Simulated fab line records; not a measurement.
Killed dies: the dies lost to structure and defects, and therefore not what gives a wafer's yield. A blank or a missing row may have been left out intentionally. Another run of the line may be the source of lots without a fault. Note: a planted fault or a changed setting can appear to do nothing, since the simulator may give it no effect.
Which tool is to blame?    flow n5_finfet    12 lots with 36 wafers sampled at 2 steps, on a route of 1938 steps

WHAT THE GAUGES SHOWED, per wafer
N5_BEOL_M10_OCD_MEAS_38.
lot   measured      on      trench_depth_nm (nm)
L075  day 10 01:33  ocd-01  151 143 148
L077  day 11 00:28  ocd-02  149 149 149
L079  day 11 13:58  ocd-02  153 153 147
L081  day 12 04:31  ocd-01  145 148 152
L083  day 12 13:01  ocd-01  153 146 149
L085  day 12 20:36  ocd-01  144 148 145
L087  day 13 10:49  ocd-02  149 151 149
L089  day 14 03:46  ocd-01  150 150 154
L090  day 14 12:57  ocd-01  144 152 149
L094  day 15 04:20  ocd-01  145 153 145
L093  day 15 05:18  ocd-02  151 152 150
L096  day 15 15:35  ocd-02  145 148 150

TOOL THAT RAN EACH LOT (tool first, then ch and the chambers of the sampled wafers, then the start)
lot   N5_BEOL_M10_ETCH_41
L075  rie_diel-01 ch 0,1,2, day 10 01:33 or earlier
L077  rie_diel-06 ch 0,2,3, day 11 00:28 or earlier
L079  rie_diel-04 ch 2,3, day 11 13:58 or earlier
L081  rie_diel-04 ch 0,2,3, day 12 04:31 or earlier
L083  rie_diel-04 ch 0,1,3, day 12 13:01 or earlier
L085  rie_diel-01 ch 0,2, day 12 20:36 or earlier
L087  rie_diel-06 ch 0,3, day 13 10:49 or earlier
L089  rie_diel-06 ch 0,1,2, day 14 03:46 or earlier
L090  rie_diel-01 ch 0,1,3, day 14 12:57 or earlier
L094  rie_diel-04 ch 1,2,3, day 15 04:20 or earlier
L093  rie_diel-06 ch 1,2,3, day 15 05:18 or earlier
L096  rie_diel-01 ch 0,2,3, day 15 15:35 or earlier
- N5_BEOL_M10_ETCH_41: etches SiCN in CH3F/O2, target depth 42.6 nm, time 86 s.

THE ANSWER, worked out from the rows above alone
Rule: what is usual is taken from the lots themselves. The widest of any qualifying gaps counts: lots, ordered by their means at a reading, are off when they make up no more than a third of the lots, leave a main group of 4 or more, and stand apart from it by 3 or more times the standard deviation of that group's means. A main group whose means are all the same, to the digits that the tables above print for the reading, isn't used. Also off: a lot with no number at a reading for which 4 or more lots have one. Where the step has rows for the other lots, those lots are counted as sound.
No lot is off on any of the readings shown, so nothing can be concluded from this.

WHAT THE SIMULATOR HAD INSERTED
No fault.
